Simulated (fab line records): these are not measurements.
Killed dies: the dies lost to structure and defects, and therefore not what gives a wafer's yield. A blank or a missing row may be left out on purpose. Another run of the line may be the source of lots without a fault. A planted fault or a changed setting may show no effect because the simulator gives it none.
Split-lot experiment | flow n5-finfet | 21 wafers read across 7 lots, on a route 1938 steps long

THE SPLIT
At N5_BEOL_M3_ETCH_70 (etches SOC in N2/H2, target depth 80 nm, overetch 16 nm, time 120 s), the setting source-w was moved away from the recipe's 840 W on 10 of the 21 wafers read, by -11.1% to +12.3%. This setting was run at the recipe's value on the other wafers.

The reading comes from the split's own step.

THE READING
rf-vpp-V, in V, at N5_BEOL_M3_ETCH_70 (etches SOC in N2/H2, target depth 80 nm, overetch 16 nm, time 120 s). On this fab line, fault-free wafers typically give 524.8 V with a standard deviation of 2.8 V.

wafer  | tool, chamber at the split | source-w as run, W | against the recipe | rf-vpp-V, V | against lot-mates on the recipe
L075.1 | rie-diel-01, 1             | 840                | recipe             | 528.3       | -
L075.2 | rie-diel-01, 2             | 840                | recipe             | 524.9       | -
L075.5 | rie-diel-01, 0             | 840                | recipe             | 523.0       | -
L080.1 | rie-diel-06, 3             | 794.3              | -5.4%              | 533.0       | +9.1
L080.5 | rie-diel-06, 3             | 840                | recipe             | 522.1       | -
L080.6 | rie-diel-06, 2             | 840                | recipe             | 525.6       | -
L082.1 | rie-diel-01, 1             | 746.4              | -11.1%             | 547.1       | +21.7
L082.3 | rie-diel-01, 2             | 840                | recipe             | 525.4       | -
L082.4 | rie-diel-01, 3             | 746.4              | -11.1%             | 545.6       | +20.2
L084.1 | rie-diel-06, 1             | 840                | recipe             | 528.9       | -
L084.2 | rie-diel-06, 3             | 777.1              | -7.5%              | 534.9       | +6.0
L084.4 | rie-diel-06, 3             | 777.1              | -7.5%              | 536.4       | +7.5
L085.1 | rie-diel-01, 3             | 942.5              | +12.2%             | 505.9       | no lot-mate on the recipe
L085.5 | rie-diel-01, 1             | 942.5              | +12.2%             | 504.9       | no lot-mate on the recipe
L085.6 | rie-diel-01, 2             | 942.5              | +12.2%             | 506.1       | no lot-mate on the recipe
L089.3 | rie-diel-06, 3             | 942.9              | +12.3%             | 502.7       | -20.1
L089.4 | rie-diel-06, 1             | 942.9              | +12.3%             | 507.9       | -14.9
L089.6 | rie-diel-06, 0             | 840                | recipe             | 522.8       | -
L094.1 | rie-diel-01, 0             | 840                | recipe             | 523.1       | -
L094.4 | rie-diel-01, 3             | 840                | recipe             | 526.0       | -
L094.6 | rie-diel-01, 3             | 840                | recipe             | 525.4       | -

FIT RESULTS
A straight line over all 21 wafers: rf-vpp-V changes by -1.65 V for each +1% of source-w; r = -0.99; the points scatter about the line by 2.2 V.
The same after taking each lot's own level away (the mean of its wafers on the recipe; 18 wafers): -1.51 V for each +1%; r = -0.96; scatter 2.7 V.
On that fit, the largest move of source-w shifts the reading by 19 V.
Measured against the standard deviation above, the lots' own levels, which go from 522.80 to 528.90 V, span 2.2 times it.
So the lot-to-lot level changes the slope little: the two slopes agree.
Check: with one of the wafers moved furthest among these (+12.3%) left out of the fit, the line predicts -17.6 V for it against its lot-mates. Against them it came out at -20.1 V.
Tool readings at the split's step, against how far the setting was moved: rf-vpp-V r = -0.99.

FURTHER SPLITS ON THESE WAFERS
Note: prior to the reading, these wafers also went through further splits. Each is held against what the fit with the lots' levels taken away leaves over:
other split on the same wafers | wafers away from the commonest value | r with rf-vpp-V (lot level and that fit taken away)
N5_BEOL_M2_EXPOSE_08 dose-mj   | 5                                    | -0.08

THE FILE'S OWN FIT
rf-vpp-V changes by -1.52 V for each +1% of source-w, r = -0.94.
